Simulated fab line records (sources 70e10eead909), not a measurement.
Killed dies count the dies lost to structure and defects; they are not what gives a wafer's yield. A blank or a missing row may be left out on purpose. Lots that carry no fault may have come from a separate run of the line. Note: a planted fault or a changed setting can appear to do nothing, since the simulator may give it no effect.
fab line records -- flow nandHarc
record lots=7, wafers=20, lastDay=24
route steps=1159 shown A_STAIRCASE@607 END@1159
lots with no fault: from the same line, run without faults
startH: hours from the record's opening day to when the first of the lot's shown wafers began -- waitH: hours since the lot's step before -- " repeats the value in the row above -- L1.1+2: a single row standing in for several wafers -- - no value, or no start was given -- * or withheld: withheld -- < > ~ a bound
route shown NAME@n: NAME is a module with steps in the file, n the number in the route of the first one -- usual: mean/standard deviation taken from wafers without a fault -- same: alike in all rows -- chamber/n: place in a boat -- sites: per-site readings -- _std_site: the values' standard deviation -- _edge_site: mean of outer sites minus mean of inner sites -- radiusMm: how far each site lies from the wafer's centre -- mask NAME#n: copy n -- behind: the tool/chamber that last shaped the wafer -- hold: why the lot was held/for how many hours/how that ended -- device: which transistor (n, p or np) failed to switch -- end of line: tests run on the same wafers once the route is complete -- a step without rows: its recipe alone -- killed: dies that structure and defects cost at the first sort, which is not the same as the wafer's yield -- map: per-die view of a wafer (x killed, . not killed, _ where there is no die)
set.NAME: the run value of the setting; set.NAME@STEP: its run value at that earlier step -- model.NAME: the simulator's own value behind a step, which no gauge read
lots at selected steps of the route; one table per step, one row per wafer
services: from which hour (startH, from the record's first day; less than 0 if before it) a tool's chamber was out of use, for how many hours, and why
## steps
# step NHARC_A_STAIRCASE_EBR_213
# step NHARC_A_STAIRCASE_EXPOSE_214
# recipe na=0.5, doseMj=31.26, maskId=STAIR_3
# step NHARC_A_STAIRCASE_PEB_215
# recipe pebTempC=115, pebTimeS=130
# step NHARC_A_STAIRCASE_DEVELOP_216
# recipe timeS=140
# step NHARC_A_STAIRCASE_HARDBAKE_218
# recipe tempC=120, timeS=140
# step NHARC_A_STAIRCASE_DESCUM_219
# recipe timeS=3, o2FlowSccm=200, arFlowSccm=0, biasPowerW=0, chemistry=O2
# usual drypumpMotorCurrentA=5.5/0.49, oesProductAu=1.002/0.0064, rfVppV=57.7/0.83, showerheadPlenumPTorr=1.90/0.092, throttleValvePct=11.311/0.0087
lot.wafer,tool,chamber,startH,waitH,drypumpMotorCurrentA,oesProductAu,rfHoursCounterH,rfVppV,showerheadPlenumPTorr,throttleValvePct
L695.3,rieDiel-04,2,245.60,-,5.7,0.996,48,57.6,1.87,11.307
L695.1,rieDiel-04,1,245.60,-,6.2,0.998,44,57.9,1.84,11.303
L695.5,rieDiel-04,3,245.60,-,5.3,0.995,-,58.0,1.99,11.311
L702.2,rieDiel-11,1,281.17,-,6.4,1.010,35,58.7,1.82,11.302
L702.3,rieDiel-11,3,281.17,-,5.9,0.997,35,56.9,2.04,11.315
L702.1,rieDiel-11,0,281.17,-,5.0,0.994,34,56.9,1.78,11.301
L708.4,rieDiel-12,2,323.52,-,5.8,0.997,36,56.6,1.91,11.315
L708.1,rieDiel-12,3,323.52,-,6.0,0.999,38,58.5,1.98,11.317
L708.6,rieDiel-12,3,323.52,-,6.0,0.998,-,58.9,1.98,11.317
L711.4,rieDiel-11,3,342.45,-,5.9,1.015,56,59.4,2.04,11.310
L711.5,rieDiel-11,2,342.45,-,4.8,1.013,-,57.9,2.00,11.299
L711.6,rieDiel-11,3,342.45,-,5.9,1.009,-,59.5,2.04,11.323
L714.1,rieDiel-11,2,354.09,-,4.8,1.010,62,58.4,2.00,11.309
L714.4,rieDiel-11,0,354.09,-,5.1,0.992,62,57.1,1.77,11.302
L714.5,rieDiel-11,2,354.09,-,4.8,1.002,-,60.1,2.00,11.307
L713.3,rieDiel-11,3,360.84,-,5.9,1.004,63,58.3,2.03,11.303
L713.4,rieDiel-11,0,360.84,-,5.1,0.994,65,56.4,1.77,11.308
L713.5,rieDiel-11,0,360.84,-,5.1,1.006,-,56.5,1.77,11.302
L716.5,rieDiel-11,2,386.96,-,4.8,1.002,-,59.0,2.00,11.314
L716.6,rieDiel-11,3,386.96,-,5.9,1.010,-,57.7,2.03,11.287
# step NHARC_A_STAIRCASE_TRIM_220
# recipe timeS=211.2, o2FlowSccm=500, arFlowSccm=0, biasW=0, chemistry=O2
# usual drypumpMotorCurrentA=5.6/0.52, oesProductAu=1.002/0.0069, rfVppV=57.7/0.91, showerheadPlenumPTorr=3.48/0.15, throttleValvePct=17.036/0.009
lot.wafer,tool,chamber,startH,waitH,drypumpMotorCurrentA,oesProductAu,rfHoursCounterH,rfVppV,showerheadPlenumPTorr,throttleValvePct
L695.1,rieDiel-04,0,245.69,0.1,5.0,1.004,20,57.9,3.33,17.031
L695.3,rieDiel-04,3,245.69,0.1,5.3,0.994,47,57.8,3.66,17.051
L695.5,rieDiel-04,0,245.69,0.1,5.1,1.015,-,57.3,3.33,17.036
L702.2,rieDiel-11,2,281.31,0.1,4.8,1.003,35,58.4,3.69,17.039
L702.1,rieDiel-11,0,281.31,0.1,5.1,1.004,34,57.9,3.30,17.026
L702.3,rieDiel-11,1,281.31,0.1,6.4,1.000,35,57.2,3.36,17.030
L708.4,rieDiel-12,1,323.62,0.1,5.0,0.998,36,57.5,3.35,17.045
L708.1,rieDiel-12,2,323.62,0.1,5.8,1.000,36,58.2,3.52,17.026
L708.6,rieDiel-12,0,323.62,0.1,5.7,1.002,-,56.8,3.51,17.026
L711.4,rieDiel-11,2,342.56,0.1,4.8,1.027,58,57.9,3.68,17.043
L711.6,rieDiel-11,0,342.56,0.1,5.1,1.009,-,57.8,3.29,17.031
L711.5,rieDiel-11,1,342.56,0.1,6.4,1.018,-,57.5,3.35,17.045
L714.4,rieDiel-11,0,354.17,0.1,5.1,1.001,62,57.5,3.29,17.018
L714.1,rieDiel-11,2,354.17,0.1,4.8,1.017,62,59.4,3.68,17.034
L714.5,rieDiel-11,0,354.17,0.1,5.1,1.006,-,57.1,3.29,17.033
L713.4,rieDiel-11,3,360.95,0.1,5.9,0.995,63,59.6,3.73,17.044
L713.3,rieDiel-11,0,360.95,0.1,5.1,0.990,65,56.5,3.28,17.021
L713.5,rieDiel-11,1,360.95,0.1,6.4,1.001,-,58.0,3.34,17.035
L716.5,rieDiel-11,0,387.10,0.1,5.1,0.997,-,58.9,3.81,17.046
L716.6,rieDiel-11,1,387.10,0.1,6.4,1.005,-,59.2,3.34,17.037
# step NHARC_A_STAIRCASE_ETCH_221
# recipe targetDepthA=1000, timeS=40.5, ionEnergyEv=400, c4f8FlowSccm=20, o2FlowSccm=10, arFlowSccm=withheld, rfW=600, biasW=1000, chemistry=C4F8/O2
# usual oesProductAu=0.941/0.013, rfVppV=894/5.7
lot.wafer,tool,chamber,startH,waitH,oesProductAu,rfHoursCounterH,rfVppV
L695.3,rieDiel-04,0,-,-,0.931,20,888
L695.1,rieDiel-04,2,-,-,0.928,48,893
L695.5,rieDiel-04,3,-,-,0.925,-,902
L702.2,rieDiel-11,2,-,-,0.920,35,902
L702.1,rieDiel-11,3,-,-,0.925,36,903
L702.3,rieDiel-11,0,-,-,0.930,34,886
L708.4,rieDiel-12,0,-,-,0.947,37,897
L708.1,rieDiel-12,1,-,-,0.930,36,889
L708.6,rieDiel-12,0,-,-,0.945,-,896
L711.4,rieDiel-11,3,-,-,0.930,56,904
L711.6,rieDiel-11,0,-,-,0.926,-,887
L711.5,rieDiel-11,1,-,-,0.936,-,889
L714.4,rieDiel-11,2,-,-,0.950,62,901
L714.1,rieDiel-11,3,-,-,0.953,60,902
L714.5,rieDiel-11,2,-,-,0.948,-,901
L713.3,rieDiel-11,1,-,-,0.932,68,889
L713.4,rieDiel-11,2,-,-,0.935,64,902
L713.5,rieDiel-11,0,-,-,0.935,-,887
L716.5,rieDiel-11,2,-,-,0.928,-,901
L716.6,rieDiel-11,3,-,-,0.937,-,904
# step NHARC_A_STAIRCASE_TRIM_222
# recipe timeS=211.2, o2FlowSccm=500, arFlowSccm=0, biasW=0, chemistry=O2
# usual drypumpMotorCurrentA=5.6/0.51, oesProductAu=1.001/0.0077, rfVppV=57.5/0.82, showerheadPlenumPTorr=3.48/0.15, throttleValvePct=17.037/0.0095
lot.wafer,tool,chamber,startH,waitH,drypumpMotorCurrentA,oesProductAu,rfHoursCounterH,rfVppV,showerheadPlenumPTorr,throttleValvePct
L695.1,rieDiel-04,0,-,-,5.0,1.016,20,56.3,3.33,17.017
L695.3,rieDiel-04,1,-,-,6.2,1.014,45,56.6,3.41,17.030
L695.5,rieDiel-04,3,-,-,5.3,1.009,-,59.0,3.66,17.039
L702.3,rieDiel-11,1,-,-,6.3,1.012,35,58.8,3.36,17.024
L702.1,rieDiel-11,2,-,-,4.8,1.009,35,57.9,3.69,17.037
L702.2,rieDiel-11,3,-,-,6.0,1.011,36,58.2,3.75,17.040
L708.4,rieDiel-12,1,-,-,5.0,0.989,36,55.9,3.35,17.045
L708.1,rieDiel-12,2,-,-,5.8,0.993,37,57.8,3.52,17.031
L708.6,rieDiel-12,0,-,-,5.8,0.997,-,58.2,3.51,17.044
L711.4,rieDiel-11,0,-,-,5.1,1.014,57,58.3,3.29,17.029
L711.5,rieDiel-11,0,-,-,5.1,1.007,-,56.5,3.29,17.032
L711.6,rieDiel-11,1,-,-,6.4,1.007,-,56.8,3.35,17.028
L714.4,rieDiel-11,1,-,-,6.3,1.017,65,56.3,3.34,17.042
L714.1,rieDiel-11,2,-,-,4.8,1.005,62,58.3,3.68,17.030
L714.5,rieDiel-11,1,-,-,6.4,1.018,-,57.6,3.35,17.021
L713.3,rieDiel-11,0,-,-,5.1,1.012,65,57.6,3.28,17.014
L713.4,rieDiel-11,3,-,-,6.0,1.002,63,56.9,3.73,17.037
L713.5,rieDiel-11,0,-,-,5.1,1.013,-,57.1,3.28,17.041
L716.6,rieDiel-11,0,-,-,5.1,0.999,-,58.7,3.81,17.035
L716.5,rieDiel-11,1,-,-,6.4,1.009,-,57.6,3.34,17.051
# step NHARC_A_STAIRCASE_ETCH_223
# recipe targetDepthA=1000, timeS=40.5, ionEnergyEv=400, c4f8FlowSccm=20, o2FlowSccm=10, arFlowSccm=withheld, rfW=600, biasW=1000, chemistry=C4F8/O2
# step NHARC_A_STAIRCASE_TRIM_224
# recipe timeS=211.2, o2FlowSccm=500, arFlowSccm=0, biasW=0, chemistry=O2
# usual drypumpMotorCurrentA=5.6/0.49, oesProductAu=1.002/0.0071, rfVppV=57.6/0.87, showerheadPlenumPTorr=3.49/0.16, throttleValvePct=17.037/0.0083
lot.wafer,tool,chamber,startH,waitH,drypumpMotorCurrentA,oesProductAu,rfHoursCounterH,rfVppV,showerheadPlenumPTorr,throttleValvePct
L695.1,rieDiel-04,2,-,-,5.7,0.988,48,57.5,3.46,17.040
L695.3,rieDiel-04,0,-,-,5.0,0.996,20,57.2,3.33,17.029
L695.5,rieDiel-04,2,-,-,5.7,1.001,-,59.1,3.46,17.034
L702.3,rieDiel-11,2,-,-,4.8,0.996,35,59.2,3.69,17.029
L702.2,rieDiel-11,3,-,-,5.9,0.998,36,58.2,3.75,17.034
L702.1,rieDiel-11,1,-,-,6.4,1.004,36,56.4,3.36,17.035
L708.4,rieDiel-12,3,-,-,5.9,0.993,38,57.6,3.65,17.041
L708.1,rieDiel-12,0,-,-,5.7,1.001,37,58.2,3.51,17.033
L708.6,rieDiel-12,0,-,-,5.7,0.998,-,57.1,3.51,17.037
L711.4,rieDiel-11,3,-,-,6.0,0.995,57,57.8,3.74,17.047
L711.6,rieDiel-11,0,-,-,5.1,1.000,-,56.1,3.29,17.030
L711.5,rieDiel-11,1,-,-,6.4,1.004,-,58.4,3.35,17.022
L714.1,rieDiel-11,3,-,-,5.9,1.002,60,57.6,3.74,17.012
L714.4,rieDiel-11,2,-,-,4.8,1.001,62,58.8,3.68,17.036
L714.5,rieDiel-11,0,-,-,5.1,1.004,-,58.1,3.29,17.036
L713.3,rieDiel-11,0,-,-,5.0,1.008,65,57.3,3.28,17.044
L713.4,rieDiel-11,2,-,-,4.8,1.005,64,57.0,3.68,17.041
L713.5,rieDiel-11,1,-,-,6.4,0.997,-,56.6,3.34,17.034
L716.6,rieDiel-11,3,-,-,5.9,1.016,-,58.1,3.73,17.039
L716.5,rieDiel-11,0,-,-,5.1,1.009,-,59.5,3.81,17.054
# step NHARC_A_STAIRCASE_ETCH_225
# recipe targetDepthA=1000, timeS=40.5, ionEnergyEv=400, c4f8FlowSccm=20, o2FlowSccm=10, arFlowSccm=withheld, rfW=600, biasW=1000, chemistry=C4F8/O2
# usual oesProductAu=0.944/0.0093, rfVppV=894/5.8
lot.wafer,tool,chamber,startH,waitH,oesProductAu,rfHoursCounterH,rfVppV
L695.1,rieDiel-04,3,246.39,-,0.936,47,901
L695.3,rieDiel-04,2,246.39,-,0.943,49,893
L695.5,rieDiel-04,0,246.39,-,0.961,-,888
L702.3,rieDiel-11,3,282.24,-,0.950,36,903
L702.2,rieDiel-11,0,282.24,-,0.951,35,888
L702.1,rieDiel-11,1,282.24,-,0.946,36,889
L708.1,rieDiel-12,1,324.22,-,0.945,36,889
L708.4,rieDiel-12,0,324.22,-,0.933,37,895
L708.6,rieDiel-12,2,324.22,-,0.952,-,898
L711.4,rieDiel-11,0,343.29,-,0.950,57,887
L711.6,rieDiel-11,0,343.29,-,0.939,-,887
L711.5,rieDiel-11,1,343.29,-,0.940,-,889
L714.4,rieDiel-11,3,354.79,-,0.800,60,903
L714.1,rieDiel-11,1,354.79,-,0.954,66,889
L714.5,rieDiel-11,0,354.79,-,0.799,-,886
L713.3,rieDiel-11,2,361.74,-,0.938,64,902
L713.4,rieDiel-11,3,361.74,-,0.798,63,902
L713.5,rieDiel-11,2,361.74,-,0.796,-,902
L716.6,rieDiel-11,3,388.41,-,0.944,-,902
L716.5,rieDiel-11,0,388.41,-,0.798,-,906
# step NHARC_A_STAIRCASE_TRIM_226
# recipe timeS=211.2, o2FlowSccm=500, arFlowSccm=0, biasW=0, chemistry=O2
# step NHARC_END_SORT_01
# recipe tempC=25
# usual killedAtArray=29/11, killedAtOther=0.6/0.92, killedAtPeriphery=3.2/2, killedDies=33/11, killedOpen=3.2/2, killedShort=1.9/1.5
# same grossDies=677
lot.wafer,tool,chamber,startH,waitH,killedAtArray,killedAtOther,killedAtPeriphery,killedDies,killedOpen,killedShort
L695.1,prober-01,0,438.21,2.5,22,0,4,26,4,0
L695.3,prober-01,0,439.81,3.1,20,0,5,25,2,1
L695.5,prober-01,0,441.41,3.7,20,1,4,25,4,2
L708.1,prober-01,0,510.84,2.5,41,0,7,48,3,4
L708.4,prober-01,0,513.19,3.4,46,0,3,49,2,2
L708.6,prober-01,0,514.75,3.9,34,0,8,42,5,4
L711.4,prober-02,0,536.14,3.4,35,1,2,38,3,1
L711.5,prober-02,0,536.95,3.7,35,0,3,38,7,1
L711.6,prober-02,0,537.76,4.0,31,2,2,35,3,4
L714.4,prober-02,0,565.18,3.4,452,2,3,457,3,0
L714.5,prober-02,0,565.98,3.7,447,0,6,453,6,1
L713.4,prober-02,0,572.97,3.4,431,0,3,434,3,1
L713.5,prober-02,0,573.77,3.7,378,2,4,384,4,1
# killed by level:class
L695.1 A_SLIT:chamberFilmFlake=8 A_CONTACT:chamberFilmFlake=4 A_CHANNEL_HOLE_D1:chamberFilmFlake=3 P_CONTACT:geometricParticle:open=2 A_CONTACT:geometricParticle:open=2 A_SGD_CUT:chamberFilmFlake=2 P_ZERO_WELL:chamberFilmFlake=1 P_STI:chamberFilmFlake=1
L695.3 A_SLIT:chamberFilmFlake=8 A_CONTACT:chamberFilmFlake=5 P_STI:chamberFilmFlake=3 A_WL_FILL:geometricParticle:open=1 A_CONTACT:geometricParticle:open=1 A_BLC:geometricParticle:short=1 P_ZERO_WELL:chamberFilmFlake=1 P_GATE:chamberFilmFlake=1
L695.5 A_SLIT:chamberFilmFlake=7 A_CONTACT:chamberFilmFlake=5 A_CHANNEL_HOLE_D1:chamberFilmFlake=2 A_WL_FILL:chamberFilmFlake=2 P_CONTACT:geometricParticle:open=1 P_M0:geometricParticle:open=1 A_CHANNEL_FILL_D1:geometricParticle:short=1 A_CONTACT:geometricParticle:short=1
L708.1 A_CHANNEL_HOLE_D1:chamberFilmFlake=18 A_SLIT:chamberFilmFlake=10 P_ZERO_WELL:chamberFilmFlake=4 A_STAIRCASE:chamberFilmFlake=3 A_CONTACT:chamberFilmFlake=3 P_GATE:geometricParticle:open=1 P_CONTACT:geometricParticle:short=1 A_ONON_D1:geometricParticle:short=1
L708.4 A_CHANNEL_HOLE_D1:chamberFilmFlake=26 A_SLIT:chamberFilmFlake=12 A_M0:geometricParticle:open=2 P_ZERO_WELL:chamberFilmFlake=2 A_STAIRCASE:chamberFilmFlake=2 A_WL_FILL:chamberFilmFlake=2 P_STI:geometricParticle:short=1 A_WL_FILL:geometricParticle:short=1
L708.6 A_CHANNEL_HOLE_D1:chamberFilmFlake=16 A_SLIT:chamberFilmFlake=8 A_CONTACT:chamberFilmFlake=5 P_ZERO_WELL:chamberFilmFlake=2 P_GATE:geometricParticle:short=1 P_GATE:geometricParticle:open=1 P_CONTACT:geometricParticle:short=1 P_M0:geometricParticle:short=1
L711.4 A_CHANNEL_HOLE_D1:chamberFilmFlake=23 A_CONTACT:chamberFilmFlake=5 A_CONTACT:geometricParticle:open=2 A_STAIRCASE:chamberFilmFlake=2 A_M0:chamberFilmFlake=2 P_CONTACT:geometricParticle:open=1 A_SGD_CUT:geometricParticle:short=1 P_ZERO_WELL:chamberFilmFlake=1
L711.5 A_CHANNEL_HOLE_D1:chamberFilmFlake=20 A_STAIRCASE:chamberFilmFlake=5 P_CONTACT:geometricParticle:open=2 A_SGD_CUT:geometricParticle:open=2 A_CONTACT:chamberFilmFlake=2 A_SOURCE_PLATE:geometricParticle:open=1 A_CHANNEL_HOLE_D1:geometricParticle:open=1 A_BLC:geometricParticle:open=1
L711.6 A_CHANNEL_HOLE_D1:chamberFilmFlake=19 A_CONTACT:chamberFilmFlake=3 A_CONTACT:geometricParticle:open=2 A_STAIRCASE:chamberFilmFlake=2 THIN_TSV:chamberFilmFlake=2 P_M0:geometricParticle:open=1 A_CHANNEL_FILL_D1:geometricParticle:short=1 A_SGD_CUT:geometricParticle:short=1
L714.4 A_STAIRCASE:areaEtch=427 A_SLIT:chamberFilmFlake=7 A_CHANNEL_HOLE_D1:chamberFilmFlake=6 A_STAIRCASE:chamberFilmFlake=5 A_CONTACT:chamberFilmFlake=5 THIN_TSV:chamberFilmFlake=2 P_M1:geometricParticle:open=1 A_BLC:geometricParticle:open=1
L714.5 A_STAIRCASE:areaEtch=410 A_SLIT:chamberFilmFlake=20 A_STAIRCASE:chamberFilmFlake=5 A_CONTACT:chamberFilmFlake=5 A_CHANNEL_HOLE_D1:chamberFilmFlake=4 P_CONTACT:geometricParticle:open=2 P_M0:geometricParticle:open=2 P_M1:chamberFilmFlake=2
L713.4 A_STAIRCASE:areaEtch=378 A_CHANNEL_HOLE_D1:chamberFilmFlake=19 A_SLIT:chamberFilmFlake=17 A_STAIRCASE:chamberFilmFlake=7 A_CONTACT:chamberFilmFlake=7 P_CONTACT:geometricParticle:open=1 A_CHANNEL_FILL_D1:geometricParticle:open=1 A_WL_FILL:geometricParticle:short=1
L713.5 A_STAIRCASE:areaEtch=341 A_CHANNEL_HOLE_D1:chamberFilmFlake=18 A_SLIT:chamberFilmFlake=7 A_STAIRCASE:chamberFilmFlake=6 A_CONTACT:geometricParticle:open=2 P_M1:chamberFilmFlake=2 THIN_TSV:chamberFilmFlake=2 A_CHANNEL_FILL_D1:geometricParticle:open=1
# map L713.4 (x killed, . not)
____________.____________
_________..xxx.x_________
_______.x.xxx..xx._______
______........x....______
_____.x...x.xxxxxxx._____
____....xxxxx..xxx.x.____
____.xx.xxxxxxxx.x...____
___.xxx..xxxxxxxx.x.x.___
___xx.xx.xxxxxxxx..xx.___
__x.xxxxxx.xxxx.x.x...x__
__x.xxxx..xxx.xx..xxxx.__
_xxx.xxxxxxxxxxx.x.x..x._
_xx.xxxxxxxx.xxxxxxx.xx._
_xx.xxx.xxxxxxxxx.xx..xx_
_xxxx.xx.xxxxxxx.x..x.xx_
_..xxxxxxxxxxxxxxxx.xx.._
.x..x.xxx.xxxx.xxxx..x...
..x..xxxxxxxxxxxx.x..x...
.xxx.xxxxxxxxxxx.xx..x.x.
x.x.xxxxxxxxxxx.xxx.x.xxx
..x.x.xxxxxxxxxx...xxxx..
_.x.x.xxxxx.x.xxxxxxxx.._
_.xx.xxxxxxxx.xxxxxxx..._
_x..xx.xxx.xx.xxx.xxxx.._
_..xx..xxxxx.xx.xxxxx..._
_.x.xxxx..xxxxxx.x.xxxx._
__xxxxxxx..xx.xxxx.xx..__
__.xxxxx.x.xx.xx.xxxx..__
___..xxx.xx.x.xxxx....___
___.xx.xxxx.xxx.xx...x___
____..xxx.xxxxx.x.xx.____
____..xxx.xxxxx.xxx..____
_____...xxxxx.x..x.._____
______x.x.xx......x______
_______x....x..x.._______
_________..x...._________
____________.____________
# map L714.4 (x killed, . not)
____________.____________
_________.x....._________
_______x..x.xxx..._______
______..x.xx.......______
_____....xxx.x.x...._____
____....xxxxxx.xx....____
____xx.xxxxxx.xxxx.x.____
___.xxxxxxxxx..xxxxxx.___
___.xxxxxxxxxxxx......___
__..xxxxxxxxxx.xxx.x.x.__
__x..xxxxxxxxxxxx.x.xx.__
_x.xxxxx.xxxxxxx.xx.x..._
_xxxxxxxxxxxxxx..xxx...._
_x.xxxxxxxxxxxx.xx.x...._
_.xxxxxxxxxxxxxxx.xx...._
_x.x.xxxx.xxxxxxxxx.xx.._
xxxxxxxxxxxxxxxxxx.x.x...
.xxxxxxxxxxx.xxxxxx..x..x
.xxxxxxxxxxxxxxxxxxxxx...
xxxxxxxxxxxxxxxxxx.xx..x.
xxxxxxxxxxxxxxxxxxx.xx...
_xxxxxxxxxxxxxxx.xx.x..._
_xxxxxxxxxxxxxxxxxxx.x.._
_.xxxxxxxxxxxxxx.xxxx..._
_xxxxxxxxxxxxxxxxx.x..x._
_x.xxxxxxxxxxxxxx.x....._
__x.xxxx.xxxxxxxxx.x...__
__..x.xxxxxx.xxxxxxx.x.__
___xxxxxxx.xx...xx...x___
___..x..xxxxxxxxx.....___
____xxxxxxx.x..xx....____
____..x.xxx.xxxx.x...____
_____..xxx....x.x..._____
______.x.xx.x.xx...______
_______....x...x.._______
_________xx.xx.._________
____________.____________
## services
tool,chamber,startH,hours,kind
rieDiel-04,-,222.71,1.2,repair
rieDiel-11,0,223.32,-,clean
rieDiel-11,1,223.32,-,clean
rieDiel-11,2,223.32,-,clean
rieDiel-11,3,223.32,-,clean
rieDiel-11,0,247.86,-,clean
rieDiel-11,1,247.86,-,clean
rieDiel-11,2,247.86,-,clean
rieDiel-11,3,247.86,-,clean
rieDiel-11,0,272.36,-,clean
rieDiel-11,1,272.36,-,clean
rieDiel-11,2,272.36,-,clean
rieDiel-11,3,272.36,-,clean
rieDiel-04,-,288.90,9.0,pm
rieDiel-11,0,296.86,-,clean
rieDiel-11,1,296.86,-,clean
rieDiel-11,2,296.86,-,clean
rieDiel-11,3,296.86,-,clean
rieDiel-11,0,321.36,-,clean
rieDiel-04,2,362.65,7.9,repair
rieDiel-11,2,363.14,3.9,repair
rieDiel-11,-,366.82,9.0,pm
rieDiel-12,-,379.69,9.0,pm
rieDiel-04,3,381.53,3.7,repair
## key
firstSign step=NHARC_A_STAIRCASE_ETCH_225, reading=oesProductAu, direction=down, sigmas=16, usual=0.944, struck=0.798
effect step=NHARC_END_SORT_01, reading=killedAtArray, direction=up, sigmas=37, usual=29, struck=427
moreKillsBornAt NHARC_A_STAIRCASE_ETCH_225@rieDiel-11=1556
metAt NHARC_A_STAIRCASE_ETCH_225
struckWafers L713.4,L713.5,L714.4,L714.5,L716.5
laterRowsLeftOut L713.4,L713.5,L714.4,L714.5,L716.5
sortLeftOut L716.5
testerLeftOut L713,L714,L716
onsetBetween 343.29 354.79
fault kind=processParameterDrift, tool=rieDiel-11, chamber=-, onsetH=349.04, steps=NHARC_A_STAIRCASE_ETCH_225, channel=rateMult, offset=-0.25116, shape=step, endH=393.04, scope=struckWafersOnly
# testerLeftOut: of these lots the tester's yield and bins aren't shown, on N5 and GAA mostly nor the transistor test; their killed dies are dies lost to structure and defects alone, not to doping, threshold or leakage, so they don't give the yield
# sortLeftOut: the simulated sort isn't trusted on such a fault, so these wafers' sort isn't shown, and their yield isn't known
# laterRowsLeftOut: the simulator's readings of these wafers behind a module that went badly wrong aren't trusted and aren't shown, but for the sort
